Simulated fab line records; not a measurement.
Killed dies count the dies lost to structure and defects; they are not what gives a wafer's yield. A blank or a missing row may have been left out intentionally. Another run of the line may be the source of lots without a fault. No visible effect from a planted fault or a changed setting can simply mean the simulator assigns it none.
Matching of chambers	flow nand harc	NHARC_A_STAIRCASE_TRIM_12 on rie diel-03: 4 sister chambers
The step chemistry O2, time 211.2 s. 18 wafers are shown with their chamber, then 9 later ones without.

WAFERS WITH THEIR CHAMBER
wafer	chamber	showerhead plenum p Torr (Torr)	oes product au (a.u.)	rf vpp V (V)
L076.2	2	3.66	0.989	58.9
L076.3	0	3.49	0.980	56.9
L076.6	0	3.49	0.984	58.5
L074.2	2	3.65	0.999	59.3
L074.4	3	3.80	0.995	58.8
L074.6	3	3.80	0.987	59.4
L078.2	1	3.61	1.023	58.1
L078.3	2	3.65	0.998	59.2
L078.5	1	3.61	1.020	58.0
L079.3	2	3.65	0.997	58.1
L079.4	0	3.48	0.989	57.7
L079.5	2	3.65	1.001	57.3
L083.1	1	3.61	1.019	58.2
L083.2	2	3.64	0.988	57.2
L083.3	3	3.79	0.986	59.0
L087.1	0	3.47	0.989	57.2
L087.3	2	3.64	0.999	58.6
L087.6	2	3.64	0.995	58.6

SIGNATURES (means of the wafers above)
reading	chamber 0	chamber 1	chamber 2	chamber 3	scatter within a chamber
showerhead plenum p Torr	3.4825	3.6100	3.6475	3.7967	0.00703
oes product au	0.98550	1.02067	0.99575	0.98933	0.00444
rf vpp V	57.575	58.100	58.400	59.067	0.665
Rule: for each reading, subtract the chamber's mean from the wafer's reading, divide by that reading's scatter and square the result; add these up over the readings and take the root, which gives the wafer's distance from the chamber. If the next closest chamber is less than 2 further off than the closest, the wafer can't be placed; otherwise it belongs to the closest. How the scatter is found: for the shown wafers, subtract from each reading the mean of its chamber, square and add these, divide the total by (wafers less chambers), then take the root.

WAFERS WITHOUT THEIR CHAMBER
wafer	showerhead plenum p Torr (Torr)	oes product au (a.u.)	rf vpp V (V)
L089.1	3.47	0.990	58.1
L089.2	3.64	0.983	56.5
L089.6	3.79	0.988	58.7
L094.3	3.59	1.006	57.0
L094.4	3.47	0.991	58.6
L094.5	3.63	1.003	58.9
L096.3	3.59	1.006	59.0
L096.5	3.59	1.004	57.3
L096.6	3.46	0.983	58.0

CHAMBER TAKEN BY EACH
wafer	from the rows above	in truth
L089.1	0	0
L089.2	2	2
L089.6	3	3
L094.3	1	1
L094.4	0	0
L094.5	can't be placed: 2 or 1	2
L096.3	1	1
L096.5	1	1
L096.6	0	0
Placed correctly: 8 of 9. Unplaceable from these rows: 1, with the true chamber sitting among the candidates in 1. Number placed wrongly: 0.
